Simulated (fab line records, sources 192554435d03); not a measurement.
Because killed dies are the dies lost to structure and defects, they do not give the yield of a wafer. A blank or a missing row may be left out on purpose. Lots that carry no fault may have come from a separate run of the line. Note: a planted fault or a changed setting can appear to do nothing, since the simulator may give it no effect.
Problem report, 8D (eight disciplines) form, completed by code -- flow n5_finfet -- the parts of the form that need people (team, actions taken, sign-off) are left out

== 1. THE ISSUE ==
Wafers free of any fault read 155.3 nm (standard deviation 1.9) for M7_ILD_THK at N5_BEOL_M7_THK_MEAS_01, against a mean of 196.0 nm on 3 wafers of 2 lots. That is +21 standard deviations from the usual mean.
Earliest sighting: wafer L626.4 on film_metro-02 at day 9 23:11. The record holds 33 wafers of 12 lots with a number at this step. The rule behind "out" and "out of limits": a value lying over 4 standard deviations away from the usual mean. The rest of the wafers with a number are treated as sound.

== 2. WHAT THIS IS AND IS NOT ==
question,is,is not
which readings at this step,M7_ILD_THK,-
which lots,"L626, L629","L620, L621, L636, L637, L638, L639, L640, L641, L642, L643"
which wafers of those lots,"L626.4, L626.5, L629.4","L626.1, L629.6"
read on which gauges,film_metro-02,film_metro-01
when,from day 9 23:11,"up to then (6 sound wafers); but 24 sound wafers of L629, L636, L637, L638, L639, L640, L641, L642, L643 came after"

== 3. SUSPECTS, AND WHAT RULES EACH OUT ==
Counting: any tool at a process step up to the reading remains a suspect provided it ran every lot that is out. Sound lots after the first of them don't rule it out here, since some wafers of a struck lot are sound.
- the gauge at N5_BEOL_M7_THK_MEAS_01: kept. All the wafers that are out were read on film_metro-02, and no step on other tools shows them out.
- uv_cure-03 at N5_BEOL_M6_CURE_75 (cures SiCOH lowk, time 120 s): kept. It ran every lot that is out, first L626 (day 9 19:34).
- pecvd-04 at N5_BEOL_M7_ILD_DEP_00 (deposits SiCOH lowk from DEMS/porogen, target thk 179.75 nm, time 33.4 s): kept. It processed each lot that is out (first: L626, day 9 22:01); up to then, its last sound lot is L621 (day 8 14:26).
After the count, these remain: uv_cure-03 at N5_BEOL_M6_CURE_75, pecvd-04 at N5_BEOL_M7_ILD_DEP_00 and film_metro-02 at N5_BEOL_M7_THK_MEAS_01.

== 4. THE CAUSE (what the simulator had put in) ==
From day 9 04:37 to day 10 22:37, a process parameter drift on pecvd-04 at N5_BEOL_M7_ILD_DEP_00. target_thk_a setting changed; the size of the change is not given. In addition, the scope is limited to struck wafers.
Counting leaves 3 suspects; this tool is one of them.

== 5. THE EFFECT CHAIN, in route order ==
Rows list readings where the struck wafers' mean (over those with a number) sits beyond 3 standard deviations from the usual. Readings are gone through only where the record gives a usual standard deviation; hours: the median, over the lots, of the time from a lot's start at the first step in this table giving one to that lot's start at this step; sigmas: the change measured in usual standard deviations.
hours,step,reading,usual,on struck wafers,change,sigmas
0,N5_BEOL_M7_THK_MEAS_01,M7_ILD_THK,155.3 nm,196.0,+40.7,+21

== 6. WHAT WOULD HAVE CAUGHT IT SOONER ==
19 hours passed between the start of the fault at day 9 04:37 and the first reading out of limits at a measuring or inspecting step in this record, taken at day 9 23:11.
Of the tool readings at N5_BEOL_M7_ILD_DEP_00 for which the record gives a usual standard deviation, none was out on any struck wafer, so an alarm limit of 4 standard deviations on them would not have fired.
L629, from the lots that are out (2), started N5_BEOL_M7_ILD_DEP_00 on pecvd-04 later than day 9 23:11. A hold on the tool at that time would have spared it.
